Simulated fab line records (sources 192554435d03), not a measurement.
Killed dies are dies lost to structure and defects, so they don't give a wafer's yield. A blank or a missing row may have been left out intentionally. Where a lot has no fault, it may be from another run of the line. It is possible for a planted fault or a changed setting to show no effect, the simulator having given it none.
fab line records | flow n5_finfet | part 2 of 2: steps 26 to 36 of 36
record lots=5 | wafers=15 | last_day=16
route steps=1938 shown PMOS_HMC_CHANNEL_EPI@74 FIN_SAQP@90
lots that met no fault: from a run of the same line without faults
start_h: hours from the record's opening day to when the first of the lot's shown wafers began | wait_h: how many hours have passed since the lot's step before this one | " unchanged from the row above | L1.1+2: a single row standing in for several wafers | - value missing, or start not given | * or withheld: withheld | < > ~ a bound
route shown NAME@n: names a module that has steps shown in the file, with the first one's number in the route | usual: the fault-free wafers' mean and standard deviation | same: alike in all rows | chamber/n: place in a boat | sites: readings site by site | _std_site: the standard deviation of these | _edge_site: the outer-site mean with the inner-site mean subtracted | radius_mm: for every site, how far away it sits from the centre of the wafer | mask NAME#n: copy n | behind: the tool/chamber that last shaped the wafer | hold: cause of the lot's hold/its duration in hours/its outcome | device: the transistor (n, p or np) that didn't switch | end of line: tests run on the same wafers once the route is complete | a step without rows: its recipe alone | killed: not the wafer's yield, but the dies lost to structure and defects at the first sort | map: shows each die of a wafer: x if killed, . if not, _ if none is there
set.NAME: the run value of the setting; set.NAME@STEP: its run value at that earlier step | model.NAME: the simulator's own value behind a step, which no gauge read
certain route steps with their lots: each step a table, each wafer a row
services: from which hour (start_h, from the record's first day; less than 0 if before it) a tool's chamber was out of use, for how many hours, and why
## steps
# step N5_FIN_SAQP_PECVD_06
# recipe material=a-Si | target_thk_a=600 | temp_c=400 | precursor=SiH4/He | pressure_torr=3 | rf_w=100 | time_s=48.1
# usual chamber_pressure_Torr=3.000/0.006 | heater_power_w=828/86 | showerhead_plenum_p_Torr=5.70/0.038 | susceptor_temp_C=400.02/0.22 | throttle_valve_pct=18.6/0.87
lot.wafer | tool     | chamber | start_h | wait_h | chamber_pressure_Torr | heater_power_w | showerhead_plenum_p_Torr | susceptor_temp_C | throttle_valve_pct
L078.2    | pecvd-03 | 1       | 46.17   | 0.0    | 3.006                 | 698            | 5.72                     | 400.40           | 19.6
L078.3    | "        | 0       | "       | "      | 3.002                 | 903            | 5.66                     | 400.12           | 17.4
L078.4    | "        | 1       | "       | "      | 2.996                 | 720            | 5.72                     | 400.57           | 19.9
L079.1    | pecvd-01 | 0       | 52.46   | 0.0    | 3.003                 | 950            | 5.77                     | 399.95           | 20.0
L079.2    | "        | 1       | "       | "      | 3.000                 | 840            | 5.72                     | 399.85           | 18.0
L079.6    | "        | 0       | "       | "      | 3.002                 | 976            | 5.78                     | 400.20           | 19.9
L087.4    | pecvd-03 | 1       | 102.68  | 0.0    | 3.001                 | 764            | 5.73                     | 400.48           | 19.6
L087.5    | "        | 2       | "       | "      | 2.995                 | 698            | 5.65                     | 399.80           | 18.6
L087.6    | "        | 0       | "       | "      | 2.992                 | 826            | 5.66                     | 400.23           | 17.5
L091.2    | pecvd-01 | 0       | 123.81  | 0.0    | 2.993                 | 871            | 5.79                     | 399.94           | 19.9
L091.4    | "        | 2       | "       | "      | 2.988                 | 705            | 5.71                     | 399.81           | 19.0
L091.6    | "        | 1       | "       | "      | 3.000                 | 802            | 5.72                     | 399.82           | 18.0
L094.1    | pecvd-01 | 2       | 141.12  | 0.0    | 3.006                 | 769            | 5.72                     | 399.92           | 18.9
L094.3    | "        | 0       | "       | "      | 3.005                 | 977            | 5.77                     | 399.85           | 19.6
L094.5    | "        | 2       | "       | "      | 3.004                 | 755            | 5.72                     | 399.78           | 18.9
# step N5_FIN_SAQP_THK_MEAS_07
# usual thk_nm=60.1/0.85
lot.wafer | tool          | chamber | start_h | wait_h | thk_nm
L078.2    | film_metro-01 | -       | 46.26   | 0.1    | 59.2
L078.3    | "             | -       | "       | "      | 58.6
L078.4    | "             | -       | "       | "      | 59.8
L079.1    | film_metro-02 | -       | 52.58   | 0.1    | 59.9
L079.2    | "             | -       | "       | "      | 61.7
L079.6    | "             | -       | "       | "      | 60.4
L087.4    | film_metro-02 | -       | 102.74  | 0.0    | 60.1
L087.5    | "             | -       | "       | "      | 59.8
L087.6    | "             | -       | "       | "      | 61.0
L091.2    | film_metro-02 | -       | 123.90  | 0.1    | 58.9
L091.4    | "             | -       | "       | "      | 60.3
L091.6    | "             | -       | "       | "      | 61.1
L094.1    | film_metro-01 | -       | 141.21  | 0.1    | 58.8
L094.3    | "             | -       | "       | "      | 59.4
L094.5    | "             | -       | "       | "      | 60.5
# step N5_FIN_SAQP_HM_DEP_72
# recipe material=SiO2 | target_thk_a=120 | temp_c=400 | precursor=SiH4/N2O | pressure_torr=0.75 | rf_w=275 | time_s=7.2
# usual chamber_pressure_Torr=0.7500/0.0018 | heater_power_w=770/95 | showerhead_plenum_p_Torr=8.25/0.098 | susceptor_temp_C=399.97/0.23
lot.wafer | tool     | chamber | start_h | wait_h | chamber_pressure_Torr | heater_power_w | showerhead_plenum_p_Torr | susceptor_temp_C
L078.2    | pecvd-01 | 0       | 46.29   | 0.0    | 0.7501                | 754            | 8.48                     | 399.99
L078.3    | "        | 1       | "       | "      | 0.7511                | 706            | 8.29                     | 399.80
L078.4    | "        | 2       | "       | "      | 0.7499                | 656            | 8.26                     | 399.79
L079.1    | pecvd-01 | 0       | 52.62   | 0.0    | 0.7468                | 942            | 8.47                     | 400.34
L079.2    | "        | 1       | "       | "      | 0.7492                | 715            | 8.27                     | 400.24
L079.6    | "        | 0       | "       | "      | 0.7481                | 930            | 8.49                     | 400.17
L087.4    | pecvd-04 | 1       | 102.80  | 0.1    | 0.7497                | 732            | 8.26                     | 399.91
L087.5    | "        | 2       | "       | "      | 0.7535                | 858            | 8.28                     | 399.81
L087.6    | "        | 0       | "       | "      | 0.7488                | 840            | 8.24                     | 399.94
L091.2    | pecvd-04 | 2       | 123.94  | 0.0    | 0.7476                | 753            | 8.28                     | 400.07
L091.4    | "        | 0       | "       | "      | 0.7498                | 952            | 8.23                     | 399.81
L091.6    | "        | 1       | "       | "      | 0.7521                | 671            | 8.26                     | 400.03
L094.1    | pecvd-03 | 0       | 141.25  | 0.0    | 0.7520                | 864            | 8.14                     | 400.29
L094.3    | "        | 1       | "       | "      | 0.7484                | 725            | 8.27                     | 399.78
L094.5    | "        | 1       | "       | "      | 0.7479                | 714            | 8.27                     | 399.96
# step N5_FIN_SAQP_COAT_49
# recipe resist=SOC | temp_c=250 | time_s=60 | spin_rpm=1500 | resist_thk_nm=100
# usual plate_temp_C=250.03/0.17
lot.wafer | tool           | chamber | start_h | wait_h | plate_temp_C
L078.2    | litho_track-01 | 0       | 46.37   | 0.1    | 250.28
L078.3    | "              | 0       | "       | "      | 250.16
L078.4    | "              | 0       | "       | "      | 250.09
L079.1    | litho_track-05 | 0       | 52.72   | 0.1    | 249.74
L079.2    | "              | 0       | "       | "      | 250.10
L079.6    | "              | 0       | "       | "      | 250.09
L087.4    | litho_track-01 | 0       | 102.86  | 0.0    | 250.06
L087.5    | "              | 0       | "       | "      | 250.07
L087.6    | "              | 0       | "       | "      | 249.94
L091.2    | litho_track-02 | 0       | 124.01  | 0.1    | 249.73
L091.4    | "              | 0       | "       | "      | 249.96
L091.6    | "              | 0       | "       | "      | 250.27
L094.1    | litho_track-01 | 0       | 141.32  | 0.1    | 250.06
L094.3    | "              | 0       | "       | "      | 249.86
L094.5    | "              | 0       | "       | "      | 250.14
# step N5_FIN_SAQP_COAT_50
# recipe resist=SiARC | temp_c=220 | time_s=60 | spin_rpm=1500 | resist_thk_nm=35
# usual plate_temp_C=219.98/0.17
lot.wafer | tool           | chamber | start_h | wait_h | plate_temp_C
L078.2    | litho_track-01 | 0       | -       | -      | 219.99
L078.3    | "              | 0       | "       | "      | 220.20
L078.4    | "              | 0       | "       | "      | 219.80
L079.1    | litho_track-05 | 0       | -       | -      | 219.89
L079.2    | "              | 0       | "       | "      | 220.26
L079.6    | "              | 0       | "       | "      | 220.04
L087.4    | litho_track-01 | 0       | -       | -      | 220.25
L087.5    | "              | 0       | "       | "      | 219.85
L087.6    | "              | 0       | "       | "      | 220.05
L091.2    | litho_track-02 | 0       | -       | -      | 219.89
L091.4    | "              | 0       | "       | "      | 219.73
L091.6    | "              | 0       | "       | "      | 219.96
L094.1    | litho_track-01 | 0       | -       | -      | 220.24
L094.3    | "              | 0       | "       | "      | 220.15
L094.5    | "              | 0       | "       | "      | 220.07
# step N5_FIN_SAQP_COAT_10
# recipe resist=CAR-ArF | spin_rpm=1500 | resist_thk_nm=90
lot.wafer  | tool           | chamber | start_h | wait_h
L078.2+3+4 | litho_track-01 | 0       | -       | -
L079.1+2+6 | litho_track-05 | 0       | -       | -
L087.4+5+6 | litho_track-01 | 0       | -       | -
L091.2+4+6 | litho_track-02 | 0       | -       | -
L094.1+3+5 | litho_track-01 | 0       | -       | -
# step N5_FIN_SAQP_EBR_12
# recipe solvent=PGMEA | ebr_width_mm=1.5
lot.wafer  | tool           | chamber | start_h | wait_h
L078.2+3+4 | litho_track-01 | 0       | -       | -
L079.1+2+6 | litho_track-05 | 0       | -       | -
L087.4+5+6 | litho_track-01 | 0       | -       | -
L091.2+4+6 | litho_track-02 | 0       | -       | -
L094.1+3+5 | litho_track-01 | 0       | -       | -
# step N5_FIN_SAQP_SOFTBAKE_11
# recipe temp_c=110 | time_s=60 | resist=CAR-ArF
# usual plate_temp_C=110.01/0.13
lot.wafer | tool           | chamber | start_h | wait_h | plate_temp_C
L078.2    | litho_track-01 | 0       | -       | -      | 110.10
L078.3    | "              | 0       | "       | "      | 109.96
L078.4    | "              | 0       | "       | "      | 109.85
L079.1    | litho_track-05 | 0       | -       | -      | 109.89
L079.2    | "              | 0       | "       | "      | 109.94
L079.6    | "              | 0       | "       | "      | 109.82
L087.4    | litho_track-01 | 0       | -       | -      | 110.06
L087.5    | "              | 0       | "       | "      | 110.28
L087.6    | "              | 0       | "       | "      | 110.26
L091.2    | litho_track-02 | 0       | -       | -      | 109.96
L091.4    | "              | 0       | "       | "      | 110.06
L091.6    | "              | 0       | "       | "      | 110.00
L094.1    | litho_track-01 | 0       | -       | -      | 109.90
L094.3    | "              | 0       | "       | "      | 109.99
L094.5    | "              | 0       | "       | "      | 109.98
# step N5_FIN_SAQP_EXPOSE_13
# recipe mask_id=FIN_CORE | na=1.35 | source_shape=dipole | sigma_inner=0.538 | sigma_outer=0.738 | polarization=te | target_cd_nm=35.6 | dose_mj=63.25
lot.wafer  | tool            | chamber | start_h | wait_h | mask
L078.2+3+4 | arfi_scanner-03 | 0       | 46.62   | -      | FIN_CORE#0
L079.1+2+6 | arfi_scanner-01 | 0       | 52.96   | -      | FIN_CORE#0
L087.4+5+6 | arfi_scanner-02 | 0       | 103.12  | -      | FIN_CORE#0
L091.2+4+6 | arfi_scanner-03 | 0       | 124.14  | -      | FIN_CORE#0
L094.1+3+5 | arfi_scanner-02 | 0       | 141.44  | -      | FIN_CORE#0
# step N5_FIN_SAQP_PEB_14
# recipe peb_temp_c=withheld | peb_time_s=60 | resist=CAR-ArF
lot.wafer  | tool           | chamber | start_h | wait_h
L078.2+3+4 | litho_track-05 | 0       | 46.67   | 0.0
L079.1+2+6 | litho_track-05 | 0       | 53.02   | 0.1
L087.4+5+6 | litho_track-02 | 0       | 103.16  | 0.0
L091.2+4+6 | litho_track-05 | 0       | 124.19  | 0.0
L094.1+3+5 | litho_track-05 | 0       | 141.50  | 0.1
# step N5_FIN_SAQP_DEVELOP_15
# recipe develop_time_s=30 | developer=TMAH | resist=CAR-ArF | dev_temp_c=23 | rinse_liquid=diw | dry=air_spin
lot.wafer  | tool           | chamber | start_h | wait_h
L078.2+3+4 | litho_track-05 | 0       | -       | -
L079.1+2+6 | litho_track-05 | 0       | -       | -
L087.4+5+6 | litho_track-02 | 0       | -       | -
L091.2+4+6 | litho_track-05 | 0       | -       | -
L094.1+3+5 | litho_track-05 | 0       | -       | -
## services
tool            | chamber | start_h | hours | kind
epi_rpcvd-02    | -       | 19.77   | 0.9   | repair
cmp-01          | -       | 26.49   | 4.8   | pm
cmp-03          | -       | 29.29   | 1.2   | repair
arfi_scanner-02 | -       | 33.54   | 1.3   | pm
ald_sin-02      | 0       | 35.63   | 3.5   | repair
cmp-03          | -       | 36.21   | 3.2   | pm
ald_sin-02      | 1       | 37.15   | 4.9   | repair
arfi_scanner-02 | -       | 42.25   | 5.7   | repair
rie_si-05       | 1       | 44.73   | 1.0   | repair
arfi_scanner-03 | -       | 47.37   | 2.1   | repair
pecvd-01        | 2       | 49.70   | 14.9  | repair
rie_si-01       | 3       | 50.64   | 5.8   | repair
cmp-03          | -       | 51.33   | 1.6   | repair
ald_sin-02      | 0       | 53.79   | 8.8   | repair
arfi_scanner-03 | -       | 54.29   | 0.8   | pm
pecvd-04        | 2       | 56.57   | 5.3   | repair
cmp-03          | -       | 59.37   | 3.5   | repair
arfi_scanner-03 | -       | 59.73   | 1.3   | pm
epi_rpcvd-03    | -       | 59.74   | 2.8   | pm
cmp-03          | -       | 68.99   | 4.0   | pm
rie_si-05       | 3       | 73.72   | 4.7   | repair
arfi_scanner-02 | -       | 77.43   | 0.8   | pm
pecvd-04        | -       | 85.71   | 0.6   | repair
ald_sin-04      | 3       | 118.43  | 18.7  | repair
